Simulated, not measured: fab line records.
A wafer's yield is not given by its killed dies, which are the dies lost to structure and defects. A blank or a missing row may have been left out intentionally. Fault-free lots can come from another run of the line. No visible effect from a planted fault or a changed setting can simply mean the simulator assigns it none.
fab line records | flow nand-harc
record lots=12 | wafers=36 | last-day=33
route steps=1302 shown A_CHANNEL_HOLE_D2@596 A_CHANNEL_FILL_D2@614
lots that met no fault: from a run of the same line without faults
start-h: start of the lot's first displayed wafer, in hours after the record's first day | wait-h: hours elapsed since this lot's preceding step | " repeats the value in the row above | L1.1+2: one row covering several wafers at once | - value missing, or start not given | * or withheld: withheld | < > ~ a bound
route shown NAME@n: a module of which the file shows steps, and the number in the route of the first | usual: mean/standard deviation taken from wafers without a fault | same: alike in all rows | chamber/n: place in a boat | sites: the reading at each site | _std_site: the values' standard deviation | _edge_site: the outer-site mean with the inner-site mean subtracted | radius-mm: how far each site lies from the wafer's centre | mask NAME#n: copy n | behind: tool/chamber where the wafer was last shaped | hold: cause of the lot's hold/its duration in hours/its outcome | device: names the non-switching transistor (n, p or np) | end of line: the route-end tests of the same wafers | step lacking rows: just its recipe | killed: not the wafer's yield, but the dies lost to structure and defects at the first sort | map: a wafer's dies, x killed, . not, _ none there
set.NAME: the setting as run; set.NAME@STEP: as run at that earlier step | model.NAME: the simulator's own value behind a step, which no gauge read
one table for each step of the route and one row for each wafer, over a sample of lots
services: from which hour (start-h, from the record's first day; less than 0 if before it) a tool's chamber was out of use, for how many hours, and why
## steps
# step NHARC_A_CHANNEL_HOLE_D2_ETCH_24
# recipe bias-v=5000 | source-w=withheld | pressure-mtorr=20 | time-s=906.2 | ar-flow-sccm=375 | c4f8-flow-sccm=93.8 | o2-flow-sccm=31.2 | temp-c=-20 | target-depth-a=15000 | chemistry=C4F8/O2/Ar
# usual drypump-motor-current-A=5.31/0.21 | showerhead-plenum-p-Torr=3.68/0.12 | throttle-valve-pct=32.234/0.0093
lot.wafer | tool        | chamber | start-h | wait-h | drypump-motor-current-A | rf-hours-counter-h | showerhead-plenum-p-Torr | throttle-valve-pct
L360.3    | har-etch-01 | 0       | 303.02  | 0.6    | 5.23                    | -                  | 3.69                     | 32.231
L360.5    | "           | 0       | "       | "      | 5.24                    | -                  | 3.69                     | 32.246
L360.6    | "           | 1       | "       | "      | 5.10                    | -                  | 3.64                     | 32.227
L363.1    | har-etch-01 | 1       | 322.45  | 0.6    | 5.09                    | 166                | 3.64                     | 32.243
L363.3    | "           | 1       | "       | "      | 5.09                    | -                  | 3.64                     | 32.252
L363.6    | "           | 0       | "       | "      | 5.25                    | -                  | 3.69                     | 32.231
L364.4    | har-etch-02 | 0       | 339.00  | 0.6    | 5.67                    | -                  | 3.71                     | 32.238
L364.3    | "           | 1       | "       | "      | 5.22                    | -                  | 3.39                     | 32.231
L364.5    | "           | 1       | "       | "      | 5.26                    | -                  | 3.39                     | 32.237
L366.2    | har-etch-01 | 1       | 360.90  | 0.6    | 5.09                    | 189                | 3.63                     | 32.258
L366.1    | "           | 0       | "       | "      | 5.26                    | 189                | 3.68                     | 32.239
L366.3    | "           | 0       | "       | "      | 5.25                    | -                  | 3.68                     | 32.223
L367.2    | har-etch-02 | 0       | 371.35  | 0.6    | 5.63                    | 404                | 3.70                     | 32.237
L367.3    | "           | 1       | "       | "      | 5.21                    | -                  | 3.93                     | 32.233
L367.6    | "           | 0       | "       | "      | 5.67                    | -                  | 3.70                     | 32.233
L368.2    | har-etch-01 | 1       | 386.61  | 0.6    | 5.11                    | 205                | 3.62                     | 32.233
L368.4    | "           | 1       | "       | "      | 5.10                    | -                  | 3.62                     | 32.245
L368.3    | "           | 0       | "       | "      | 5.26                    | -                  | 3.67                     | 32.238
L375.2    | har-etch-01 | 0       | 442.63  | 0.6    | 5.24                    | 243                | 3.65                     | 32.238
L375.5    | "           | 1       | "       | "      | 5.11                    | -                  | 3.60                     | 32.230
L375.6    | "           | 0       | "       | "      | 5.23                    | -                  | 3.65                     | 32.248
L374.1    | har-etch-02 | 1       | 446.35  | 0.6    | 5.24                    | 29                 | 3.91                     | 32.231
L374.2    | "           | 0       | "       | "      | 5.63                    | 29                 | 3.68                     | 32.236
L374.6    | "           | 1       | "       | "      | 5.25                    | -                  | 3.91                     | 32.233
L376.2    | har-etch-01 | 1       | 469.03  | 0.6    | 5.07                    | 254                | 3.59                     | 32.232
L376.6    | "           | 1       | "       | "      | 5.10                    | -                  | 3.59                     | 32.232
L376.5    | "           | 0       | "       | "      | 5.23                    | -                  | 3.64                     | 32.232
L379.1    | har-etch-02 | 0       | 488.47  | 0.6    | 5.63                    | 55                 | 3.67                     | 32.224
L379.4    | "           | 0       | "       | "      | 5.66                    | -                  | 3.67                     | 32.239
L379.6    | "           | 1       | "       | "      | 5.24                    | -                  | 3.89                     | 32.238
L382.1    | har-etch-01 | 1       | 514.00  | 0.6    | 5.11                    | 285                | 3.58                     | 32.234
L382.2    | "           | 0       | "       | "      | 5.23                    | 285                | 3.62                     | 32.210
L382.6    | "           | 0       | "       | "      | 5.23                    | -                  | 3.63                     | 32.235
L383.1    | har-etch-01 | 1       | 519.08  | 0.6    | 5.12                    | 289                | 3.57                     | 32.246
L383.2    | "           | 0       | "       | "      | 5.25                    | 289                | 3.62                     | 32.233
L383.5    | "           | 0       | "       | "      | 5.25                    | -                  | 3.62                     | 32.224
# step NHARC_A_CHANNEL_FILL_D2_ALD_14
# recipe target-thk-a=25 | pulse-time-s=10 | ald-cycles=25 | temp-c=300 | material=SiO2
# usual ald-cycles=25/0 | heater-power-w=469/28 | precursor-pulse-height-rel=0.999/0.02
lot.wafer | tool      | chamber | start-h | wait-h | ald-cycles | heater-power-w | precursor-pulse-height-rel | since-wet-clean-h
L360.3    | ald-hk-04 | 2       | 315.81  | 0.1    | 25         | 470            | 0.968                      | 52
L360.5    | "         | 0       | "       | "      | 25         | 478            | 0.981                      | -
L360.6    | "         | 1       | "       | "      | 25         | 415            | 1.016                      | -
L363.3    | ald-hk-02 | 3       | 333.20  | 0.0    | 25         | 463            | 1.001                      | 153
L363.1    | "         | 0       | "       | "      | 25         | 499            | 0.963                      | 153
L363.6    | "         | 0       | "       | "      | 25         | 509            | 1.006                      | -
L364.4    | ald-hk-03 | 0       | 349.59  | 0.1    | 25         | 495            | 1.000                      | 126
L364.3    | "         | 2       | "       | "      | 25         | 503            | 0.977                      | 126
L364.5    | "         | 3       | "       | "      | 25         | 453            | 0.963                      | -
L366.3    | ald-hk-03 | 0       | 371.74  | 0.1    | 25         | 514            | 1.022                      | 148
L366.2    | "         | 1       | "       | "      | 25         | 464            | 0.996                      | 148
L366.1    | "         | 2       | "       | "      | 25         | 510            | 1.007                      | 148
L367.2    | ald-hk-04 | 2       | 382.10  | 0.0    | 25         | 482            | 0.995                      | 118
L367.3    | "         | 1       | "       | "      | 25         | 420            | 0.953                      | 118
L367.6    | "         | 2       | "       | "      | 25         | 479            | 1.026                      | -
L368.2    | ald-hk-02 | 1       | 397.49  | 0.1    | 25         | 431            | 0.963                      | 39
L368.4    | "         | 2       | "       | "      | 25         | 468            | 0.976                      | 39
L368.3    | "         | 3       | "       | "      | 25         | 441            | 0.989                      | 39
L375.2    | ald-hk-02 | 1       | 454.27  | 0.1    | 25         | 446            | 1.016                      | 96
L375.5    | "         | 0       | "       | "      | 25         | 521            | 1.037                      | -
L375.6    | "         | 1       | "       | "      | 25         | 438            | 0.969                      | -
L374.1    | ald-hk-03 | 1       | 457.18  | 0.0    | 25         | 483            | 0.963                      | 49
L374.2    | "         | 0       | "       | "      | 25         | 503            | 1.000                      | 49
L374.6    | "         | 2       | "       | "      | 25         | 479            | 0.979                      | -
L376.2    | ald-hk-04 | 2       | 479.25  | 0.1    | 25         | 481            | 1.025                      | 37
L376.5    | "         | 0       | "       | "      | 25         | 471            | 1.004                      | -
L376.6    | "         | 1       | "       | "      | 25         | 408            | 0.989                      | -
L379.1    | ald-hk-02 | 1       | 501.35  | 0.1    | 25         | 440            | 0.992                      | 143
L379.4    | "         | 2       | "       | "      | 25         | 469            | 1.020                      | 143
L379.6    | "         | 0       | "       | "      | 25         | 515            | 1.013                      | -
L382.1    | ald-hk-04 | 2       | 524.71  | 0.1    | 25         | 480            | 1.000                      | 83
L382.2    | "         | 1       | "       | "      | 25         | 406            | 1.012                      | 83
L382.6    | "         | 3       | "       | "      | 25         | 464            | 1.017                      | -
L383.1    | ald-hk-03 | 0       | 529.94  | 0.1    | 25         | 505            | 1.009                      | 122
L383.2    | "         | 1       | "       | "      | 25         | 473            | 1.002                      | 122
L383.5    | "         | 3       | "       | "      | 25         | 470            | 0.989                      | -
# step NHARC_A_CHANNEL_FILL_D2_ALD_16
# recipe target-thk-a=15 | pulse-time-s=10 | ald-cycles=15 | temp-c=300 | material=SiO2
# usual ald-cycles=15/0 | heater-power-w=473/29 | precursor-pulse-height-rel=1.001/0.02
lot.wafer | tool      | chamber | start-h | wait-h | ald-cycles | heater-power-w | precursor-pulse-height-rel | since-wet-clean-h
L360.3    | ald-hk-02 | 1       | 320.93  | 0.0    | 15         | 458            | 0.970                      | 141
L360.5    | "         | 1       | "       | "      | 15         | 445            | 1.012                      | -
L360.6    | "         | 2       | "       | "      | 15         | 482            | 1.036                      | -
L363.1    | ald-hk-04 | 1       | 338.44  | 0.1    | 15         | 414            | 1.025                      | 74
L363.3    | "         | 2       | "       | "      | 15         | 476            | 1.021                      | 75
L363.6    | "         | 3       | "       | "      | 15         | 475            | 0.947                      | -
L364.4    | ald-hk-03 | 2       | 356.30  | 1.6    | 15         | 509            | 1.014                      | 133
L364.3    | "         | 1       | "       | "      | 15         | 471            | 0.982                      | 133
L364.5    | "         | 2       | "       | "      | 15         | 499            | 0.950                      | -
L366.3    | ald-hk-03 | 0       | 377.05  | 0.0    | 15         | 500            | 1.016                      | 153
L366.2    | "         | 1       | "       | "      | 15         | 472            | 1.041                      | 154
L366.1    | "         | 3       | "       | "      | 15         | 441            | 1.002                      | 154
L367.2    | ald-hk-04 | 0       | 387.31  | 0.0    | 15         | 474            | 1.009                      | 123
L367.3    | "         | 2       | "       | "      | 17         | 488            | 1.007                      | 123
L367.6    | "         | 0       | "       | "      | 15         | 465            | 0.964                      | -
L368.4    | ald-hk-04 | 1       | 402.63  | 0.1    | 17         | 409            | 1.018                      | 139
L368.2    | "         | 2       | "       | "      | 15         | 479            | 0.986                      | 139
L368.3    | "         | 3       | "       | "      | 17         | 487            | 0.985                      | 139
L375.2    | ald-hk-02 | 0       | 459.41  | 0.1    | 15         | 528            | 0.984                      | 101
L375.6    | "         | 3       | "       | "      | 15         | 442            | 0.988                      | -
L375.5    | "         | 0       | "       | "      | 15         | 518            | 0.991                      | -
L374.2    | ald-hk-02 | 3       | 462.37  | 0.0    | 15         | 440            | 1.015                      | 104
L374.1    | "         | 0       | "       | "      | 15         | 508            | 0.978                      | 104
L374.6    | "         | 3       | "       | "      | 15         | 441            | 0.988                      | -
L376.2    | ald-hk-03 | 2       | 487.94  | 3.6    | 15         | 490            | 1.031                      | 80
L376.5    | "         | 3       | "       | "      | 15         | 460            | 1.003                      | -
L376.6    | "         | 0       | "       | "      | 15         | 516            | 0.990                      | -
L379.1    | ald-hk-04 | 2       | 506.49  | 0.1    | 15         | 490            | 1.044                      | 65
L379.4    | "         | 3       | "       | "      | 15         | 462            | 0.989                      | 65
L379.6    | "         | 2       | "       | "      | 15         | 488            | 0.987                      | -
L382.2    | ald-hk-03 | 1       | 530.14  | 0.1    | 15         | 460            | 1.000                      | 122
L382.1    | "         | 2       | "       | "      | 15         | 485            | 0.979                      | 122
L382.6    | "         | 0       | "       | "      | 15         | 496            | 1.043                      | -
L383.2    | ald-hk-03 | 2       | 535.11  | 0.1    | 15         | 496            | 1.017                      | 127
L383.1    | "         | 3       | "       | "      | 15         | 451            | 0.976                      | 127
L383.5    | "         | 1       | "       | "      | 15         | 461            | 1.017                      | -
# step NHARC_A_CHANNEL_FILL_D2_ETCHBACK_19
# recipe target-depth-a=50 | time-s=1.7 | hbr-flow-sccm=150 | cl2-flow-sccm=50 | rf-w=400 | icp-w=400 | bias-w=100 | chemistry=HBr/Cl2
# usual drypump-motor-current-A=5.8/0.57 | oes-product-au=0.999/0.0089 | rf-fwd-power-W=390.6/1.2 | throttle-valve-pct=26.406/0.0096
lot.wafer | tool      | chamber | start-h | wait-h | drypump-motor-current-A | oes-product-au | rf-fwd-power-W | rf-hours-counter-h | throttle-valve-pct
L360.3    | rie-si-01 | 0       | 332.99  | 0.4    | 6.7                     | 0.996          | 389.3          | 0.9                | 26.397
L360.6    | "         | 2       | "       | "      | 6.1                     | 1.007          | 393.3          | -                  | 26.415
L360.5    | "         | 3       | "       | "      | 5.2                     | 1.009          | 389.2          | -                  | 26.406
L363.1    | rie-si-02 | 2       | 350.42  | 0.4    | 5.7                     | 1.013          | 388.8          | 0.4                | 26.413
L363.3    | "         | 0       | "       | "      | 5.2                     | 0.998          | 390.5          | 0.4                | 26.406
L363.6    | "         | 2       | "       | "      | 5.7                     | 1.016          | 389.4          | -                  | 26.421
L364.3    | rie-si-02 | 3       | 369.30  | 0.4    | 6.4                     | 0.993          | 390.5          | 0.3                | 26.405
L364.4    | "         | 0       | "       | "      | 5.2                     | 0.985          | 391.9          | 0.5                | 26.403
L364.5    | "         | 2       | "       | "      | 5.7                     | 1.003          | 392.0          | -                  | 26.406
L366.3    | rie-si-02 | 3       | 391.24  | 0.4    | 6.4                     | 0.996          | 390.9          | 0.4                | 26.395
L366.2    | "         | 0       | "       | "      | 5.2                     | 0.993          | 389.2          | 0.6                | 26.413
L366.1    | "         | 1       | "       | "      | 4.7                     | 1.001          | 390.9          | 0.7                | 26.399
L367.2    | rie-si-02 | 2       | 399.15  | 0.4    | 5.7                     | 1.007          | 392.1          | 0.7                | 26.411
L367.3    | "         | 3       | "       | "      | 6.4                     | 0.991          | 389.5          | 0.5                | 26.409
L367.6    | "         | 3       | "       | "      | 6.4                     | 0.994          | 392.2          | -                  | 26.415
L368.2    | rie-si-01 | 1       | 416.70  | 0.4    | 6.0                     | 1.003          | 389.7          | 0.3                | 26.413
L368.3    | "         | 2       | "       | "      | 6.1                     | 1.003          | 391.6          | 0.3                | 26.400
L368.4    | "         | 3       | "       | "      | 5.3                     | 1.010          | 391.6          | 0.2                | 26.428
L374.2    | rie-si-03 | 3       | 471.32  | 0.4    | 5.8                     | 1.010          | 390.4          | 0.3                | 26.402
L374.1    | "         | 0       | "       | "      | 6.5                     | 1.002          | 388.4          | 0.4                | 26.410
L374.6    | "         | 2       | "       | "      | 5.8                     | 1.011          | 390.6          | -                  | 26.401
L375.2    | rie-si-02 | 2       | 471.35  | 0.4    | 5.7                     | 1.006          | 392.8          | 0.0                | 26.408
L375.6    | "         | 3       | "       | "      | 6.4                     | 0.998          | 390.0          | -                  | 26.417
L375.5    | "         | 0       | "       | "      | 5.2                     | 0.997          | 390.4          | -                  | 26.411
L376.2    | rie-si-03 | 0       | 499.66  | 0.4    | 6.5                     | 1.003          | 390.2          | 0.5                | 26.396
L376.5    | "         | 3       | "       | "      | 5.8                     | 0.989          | 390.8          | -                  | 26.402
L376.6    | "         | 0       | "       | "      | 6.5                     | 1.011          | 390.5          | -                  | 26.406
L379.1    | rie-si-01 | 2       | 518.09  | 0.4    | 6.1                     | 0.992          | 391.1          | 0.9                | 26.392
L379.4    | "         | 2       | "       | "      | 6.1                     | 0.996          | 389.2          | -                  | 26.389
L379.6    | "         | 3       | "       | "      | 5.3                     | 1.006          | 391.6          | -                  | 26.408
L382.1    | rie-si-01 | 0       | 542.20  | 0.4    | 6.7                     | 0.984          | 388.2          | 0.9                | 26.406
L382.2    | "         | 1       | "       | "      | 6.1                     | 0.982          | 389.8          | 0.9                | 26.431
L382.6    | "         | 0       | "       | "      | 6.7                     | 0.988          | 390.8          | -                  | 26.396
L383.1    | rie-si-03 | 1       | 548.68  | 0.4    | 5.3                     | 0.990          | 391.7          | 0.9                | 26.409
L383.2    | "         | 3       | "       | "      | 5.7                     | 0.997          | 391.0          | 0.9                | 26.409
L383.5    | "         | 0       | "       | "      | 6.4                     | 0.997          | 390.4          | -                  | 26.418
## services
tool        | chamber | start-h | hours | kind
rie-si-03   | 0       | 331.50  | 6.7   | repair
rie-si-02   | 3       | 336.47  | 7.7   | repair
rie-si-01   | -       | 370.00  | 9.0   | pm
har-etch-02 | -       | 381.63  | 17.0  | pm
rie-si-03   | -       | 398.00  | 9.0   | pm
ald-hk-03   | 0       | 398.20  | 10.0  | vent-cycle
ald-hk-03   | 1       | 398.20  | 10.0  | vent-cycle
ald-hk-03   | 2       | 398.20  | 10.0  | vent-cycle
ald-hk-03   | 0       | 408.20  | -     | clean
ald-hk-03   | 1       | 408.20  | -     | clean
ald-hk-03   | 2       | 408.20  | -     | clean
ald-hk-03   | 3       | 408.20  | -     | clean
ald-hk-04   | -       | 432.00  | 10.0  | pm
ald-hk-04   | 0       | 432.00  | 10.0  | vent-cycle
ald-hk-04   | 1       | 432.00  | 10.0  | vent-cycle
ald-hk-04   | 2       | 432.00  | 10.0  | vent-cycle
rie-si-02   | -       | 454.08  | 9.0   | pm
ald-hk-03   | -       | 458.51  | 0.9   | repair
rie-si-02   | 0       | 496.40  | 2.4   | repair
rie-si-01   | 1       | 511.73  | 7.3   | repair
rie-si-01   | 0       | 514.40  | 10.9  | repair
ald-hk-02   | -       | 527.03  | 10.0  | pm
rie-si-03   | 2       | 537.99  | 40.4  | repair
rie-si-01   | -       | 547.00  | 9.0   | pm
## key
first-sign step=NHARC_A_CHANNEL_FILL_D2_ALD_16 | reading=ald-cycles | direction=up | sigmas=99+ | usual=15 | struck=17
effect none on later readings
met-at NHARC_A_CHANNEL_FILL_D2_ALD_16
struck-lots L367,L368
struck-wafers L367.3,L368.3,L368.4
tester-left-out L367,L368
not-acting-at NHARC_A_CHANNEL_HOLE_D2_ETCH_24,NHARC_A_CHANNEL_FILL_D2_ALD_14,NHARC_A_CHANNEL_FILL_D2_ETCHBACK_19
onset-between 338.44 387.31
fault kind=process-parameter-drift | tool=ald-hk-04 | chamber=- | onset-h=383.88 | steps=NHARC_A_CHANNEL_FILL_D2_ALD_16 | channel=ald-cycles | offset=2 | shape=step | end-h=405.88 | scope=struck-wafers-only | acts-in=these-recipes-only | stated=15
# tester-left-out: of these lots the tester's yield and bins aren't shown, on N5 and GAA mostly nor the transistor test; their killed dies are dies lost to structure and defects alone, not to doping, threshold or leakage, so they don't give the yield
